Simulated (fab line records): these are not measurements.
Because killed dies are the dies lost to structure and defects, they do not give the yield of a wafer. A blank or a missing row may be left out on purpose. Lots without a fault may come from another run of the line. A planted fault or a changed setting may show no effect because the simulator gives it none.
Matching of chambers ; flow nandHarc ; 4 sister chambers for NHARC_A_CONTACT_CMP_20 on cmp-04
The step polishes, t overpolish 30 s, target thk 300 nm. 4 wafers are shown with their chamber, then 9 later ones without.

WAFERS, EACH WITH ITS CHAMBER
wafer;chamber;motorCurrentA (A)
L085.5;2;11.2
L086.2;3;10.9
L086.4;0;10.1
L086.6;1;9.7

WAFERS WITHOUT THEIR CHAMBER
wafer;motorCurrentA (A)
L092.2;9.5
L092.4;10.9
L092.5;9.6
L093.1;11.2
L093.2;11.3
L093.4;10.0
L095.2;11.5
L095.4;9.4
L095.5;11.1

WHICH CHAMBER EACH ONE RAN IN
wafer;from the rows above;in truth
L092.2;1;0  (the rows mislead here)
L092.4;can't be placed: 3 or 2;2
L092.5;1;1
L093.1;can't be placed: 2 or 3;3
L093.2;can't be placed: 2 or 3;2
L093.4;can't be placed: 0 or 1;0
L095.2;can't be placed: 2 or 3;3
L095.4;1;1
L095.5;can't be placed: 2 or 3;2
2 of 9 placed correctly. From these rows, 6 cannot be placed; in 6 the true chamber is one of the candidates. 1 placed wrongly.
How it was worked out, from the rows above alone: a wafer's distance from a chamber is the root of the sum, over the readings, of the square of ((its reading less the chamber's mean) divided by the reading's scatter). The wafer belongs to the nearest chamber; if the next one is less than 2 further off, it can't be placed. Each chamber's mean is taken over the wafers shown for it. The scatter (one wafer shown for each chamber): square how far every hidden wafer sits from the nearest shown wafer, average those squares and take the square root.
